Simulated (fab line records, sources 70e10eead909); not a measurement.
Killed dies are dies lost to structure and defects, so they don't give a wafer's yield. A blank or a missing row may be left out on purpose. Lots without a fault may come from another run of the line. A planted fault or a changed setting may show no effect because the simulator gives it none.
Problem report in the 8D (eight disciplines) form, filled by code | flow nand_harc | the parts of the form that need people (team, actions taken, sign-off) are left out

1. THE PROBLEM
thk_nm at NHARC_A_ONON_D1_THK_MEAS_24 reads a mean of 1146 nm on 2 wafers of 2 lots; wafers without a fault read 996 nm with a standard deviation of 10. That is +15 standard deviations from the usual mean.
The step: measures by ellipsometry.
First seen on wafer L236.5, day 10 13:19, on film_metro-01. The record holds 42 wafers of 14 lots with a number at this step. Rule for "out", or "out of limits": more than 4 standard deviations from the usual mean. The other wafers with a number count as sound.

2. WHAT IT IS AND WHAT IT IS NOT
question                    | is                           | is not
which readings at this step | thk_nm                       | -
which lots                  | L236, L239                   | L231, L232, L233, L245, L246, L247, L248, L249, L250, L251, L252, L253
which wafers of those lots  | L236.5, L239.2               | L236.3, L236.6, L239.1, L239.6
read on which gauges        | film_metro-01, film_metro-02 | -
when                        | from day 10 13:19            | up to then (11 sound wafers); but 29 sound wafers of L239, L245, L246, L247, L248, L249, L250, L251, L252, L253 came after

3. SUSPECTS, AND WHAT RULES EACH OUT
Counting: a tool at a process step up to the reading stays a suspect if it ran every lot that is out. Sound lots after the first of them don't rule it out here, since some wafers of a struck lot are sound.
- the gauge at NHARC_A_ONON_D1_THK_MEAS_24: ruled out. The wafers that are out were read on 2 gauges (film_metro-01, film_metro-02).
- rie_diel-11 at NHARC_P_BONDPAD_ETCH_37 (etches the open film in N2/H2, target depth 60 nm, overetch 18 nm, time 65.91 s): kept. It ran every lot that is out, first L236 (day 8 20:56); its last sound lot up to then is L232 (day 7 02:56).
- pecvd_onon-04 at NHARC_A_ONON_D1_DEP_22 (target thk 1000 nm): kept. It ran every lot that is out, first L236 (day 10 12:56); its last sound lot up to then is L231 (day 8 05:55).
Left after counting: rie_diel-11 at NHARC_P_BONDPAD_ETCH_37, pecvd_onon-04 at NHARC_A_ONON_D1_DEP_22.

4. THE CAUSE (what the simulator had put in)
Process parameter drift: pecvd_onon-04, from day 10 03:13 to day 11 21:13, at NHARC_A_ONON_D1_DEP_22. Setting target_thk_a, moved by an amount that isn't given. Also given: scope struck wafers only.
Counting left 2 suspects, and this tool is among them.

5. THE CHAIN OF EFFECTS, in route order
Each row: a reading whose mean over the struck wafers that have a number lies more than 3 standard deviations from the usual. Only readings for which the record gives a usual standard deviation are gone through. hours: the time from each lot's start at the first step in this table that gives one to its start at this step, as a median over the lots. sigmas: the change in usual standard deviations.
hours | step                        | reading | usual  | on struck wafers | change | sigmas
0     | NHARC_A_ONON_D1_THK_MEAS_24 | thk_nm  | 996 nm | 1146             | +150   | +15
Later measuring or inspecting steps at which every struck wafer that the step has a row for has a number for every such reading, and none has moved that far: NHARC_A_CHANNEL_HOLE_D1_OVL_MEAS_11.

6. WHAT WOULD HAVE CAUGHT IT SOONER
In this record the first reading out of limits at a measuring or inspecting step was taken at day 10 13:19, 10 hours after the fault began at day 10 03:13.
Of the tool readings at NHARC_A_ONON_D1_DEP_22 for which the record gives a usual standard deviation, none was out on any struck wafer, so an alarm limit of 4 standard deviations on them would not have fired.
Of the lots that are out (2), L239 began NHARC_A_ONON_D1_DEP_22 on pecvd_onon-04 after day 10 13:19. A hold on the tool at that time would have spared it.
